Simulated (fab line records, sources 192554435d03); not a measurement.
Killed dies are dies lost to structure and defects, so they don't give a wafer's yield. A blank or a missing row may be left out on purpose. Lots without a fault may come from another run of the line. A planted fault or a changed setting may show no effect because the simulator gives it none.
A struck lot beside a sound one | flow n5_finfet | 38 steps out of a route of 1938
Sound: wafers L392.3, L392.5, L392.6. Struck: wafers L381.2, L381.3, L381.5. The cause comes at the end.
At each step with rows: each side's tool, then ch and its chambers, then its first start. Under that, the readings that differ: sound wafers | struck wafers | difference of the means | sigmas: that difference in standard deviations of wafers without a fault.
alike: readings whose means differ by less than 2 such deviations, and words and numbers that are the same on both sides. not compared: withheld readings, readings that some wafer has no value for, bounds like >300 that may hide the same value, and numbers for which the record gives no deviation and whose values overlap.
The two part at a step that has a row with sigmas, a row that says differs or no value, or rows on one side only. Numbers that don't overlap but have no deviation are shown without sigmas and don't part them. A reading that every wafer of one side lacks parts them only if that side has two wafers or more.

first, 9 steps without rows for these wafers: N5_BEOL_M4_ANNEAL_95 (time 240 s); N5_BEOL_M4_SPUTTER_96 (material Cu, target thk 4.5 nm, time 8.29 s); N5_BEOL_M4_ECD_50 (material Cu, target thk 300 nm); N5_BEOL_M4_ANNEAL_51 (time 90 s); N5_BEOL_M4_CMP_52 (polishes, stops on SiOC, t overpolish 6.8 s, target thk 40 nm); N5_BEOL_M4_PRE_CLEAN_60 (time 15 s); N5_BEOL_M4_CO_CAP_55 (material Co, precursor CCTBA/H2, target thk 2 nm, time 102.1 s); N5_BEOL_M4_PRE_CLEAN_56 (time 15 s); N5_BEOL_M4_DEP_57 (deposits SiCN from 3MS/NH3, target thk 8 nm, time 14 s).
N5_BEOL_M4_RC_MEAS_101:
  sound on prober-01 ch 0, day 12 07:28; struck on prober-01 ch 0, day 9 08:25
  alike: DIBL_N, DIBL_P, IOFF_N, IOFF_P, ION_N, ION_P, SS_N, SS_P, VT_N, VT_P
then, 24 steps without rows for these wafers: N5_BEOL_M5_ILD_DEP_00 (deposits SiCOH lowk from DEMS/porogen, target thk 140.64 nm, time 25.9 s); N5_BEOL_M5_CURE_79 (cures SiCOH lowk, time 240 s); N5_BEOL_M5_PECVD_70 (deposits SiO2 from TEOS/O2, target thk 16 nm, time 18 s); N5_BEOL_M5_HM_DEP_02 (deposits TiN, target thk 20 nm); N5_BEOL_M5_COAT_59 (time 60 s, resist thk 60 nm); N5_BEOL_M5_COAT_60 (time 60 s, resist thk 12 nm); N5_BEOL_M5_COAT_71 (time 60 s, resist thk 5 nm); N5_BEOL_M5_COAT_05 (resist thk 30 nm); N5_BEOL_M5_EBR_07; N5_BEOL_M5_SOFTBAKE_06 (time 60 s); N5_BEOL_M5_EXPOSE_08 (exposes mask M5, target cd 28 nm); N5_BEOL_M5_PEB_09 (peb time 60 s); N5_BEOL_M5_DEVELOP_10 (develop time 30 s); N5_BEOL_M5_DESCUM_16 (chemistry O2, time 7 s); N5_BEOL_M5_ETCH_72 (etches underlayer in N2/H2, target depth 6.5 nm, time 5.2 s); N5_BEOL_M5_ETCH_61 (etches SiARC in CF4, target depth 15.6 nm, time 26 s); N5_BEOL_M5_ETCH_62 (etches SOC in N2/H2, target depth 75 nm, overetch 15 nm, time 112.5 s); N5_BEOL_M5_STRIP_63 (strips in N2/H2); N5_BEOL_M5_STRIP_73 (strips in N2/H2); N5_BEOL_M5_STRIP_64 (strips in CF4); N5_BEOL_M5_HM_OPEN_17 (chemistry Cl2/BCl3, target TiN, target depth 20 nm, overetch 6 nm); N5_BEOL_M5_STRIP_19 (strips in O2); N5_BEOL_M5_COAT_65 (time 60 s, resist thk 60 nm); N5_BEOL_M5_COAT_66 (time 60 s, resist thk 12 nm).
-- the record jumps here: 3 days lie between the struck wafers' starts before and after (it left off in module BEOL_M5 and takes up again in module BEOL_M13, whose first step shown is number 1708 of the route) --
N5_BEOL_M13_ECD_47: material Cu, target thk 936 nm.
  sound on ecd_cu-02 ch 0,1, day 14 23:29; struck on ecd_cu-02 ch 1, day 12 08:01
N5_BEOL_M13_THK_MEAS_50: measures by xrf.
  sound on film_metro-02, day 15 00:42; struck on film_metro-02, day 12 08:58
  reading      | sound       | struck | difference                    | sigmas
  M13_THK (nm) | 438 431 428 | - - -  | no value on the struck wafers |
N5_BEOL_M13_RS_MEAS_54: measures by four-point-probe.
  sound on film_metro-01, day 15 00:50; struck on film_metro-02, day 12 09:05
  reading         | sound                | struck               | difference | sigmas
  M13_RS (ohm/sq) | 0.0444 0.0449 0.0452 | 56.237 56.338 57.384 | +56.608    | +99 or more
N5_PASSIVATION_PROBE_49:
  sound on prober-02, day 16 01:06; struck on prober-02, day 13 15:47
  reading                  | sound          | struck         | difference | sigmas
  defect_limited_yield (%) | 91.2 91.2 90.9 | 0 0 0          | -91        | -70
  killed_at_M4_up          | 22 23 25       | 1091 1086 1099 | +1069      | +99 or more
  killed_dies              | 104 104 107    | 1180 1180 1180 | +1075      | +72
  killed_on_rim            | 10 9 14        | 152 152 152    | +141       | +41
  sort_bin_5_function (%)  | 6.0 5.5 5.5    | 96.5 96.7 96.4 | +90.9      | +99 or more
  sort_n_pass              | 1076 1076 1073 | 0 0 0          | -1075      | -72
  sort_yield_pct (%)       | 91.2 91.2 90.9 | 0 0 0          | -91        | -70
  alike: killed_at_M0_to_M3, killed_at_contacts, killed_at_front_end, killed_at_other, killed_open, killed_short, sort_bin_6_memory

WHERE THEY PART
First at N5_BEOL_M13_THK_MEAS_50; last, within this record, at N5_PASSIVATION_PROBE_49.

WHY: what the simulator had put in
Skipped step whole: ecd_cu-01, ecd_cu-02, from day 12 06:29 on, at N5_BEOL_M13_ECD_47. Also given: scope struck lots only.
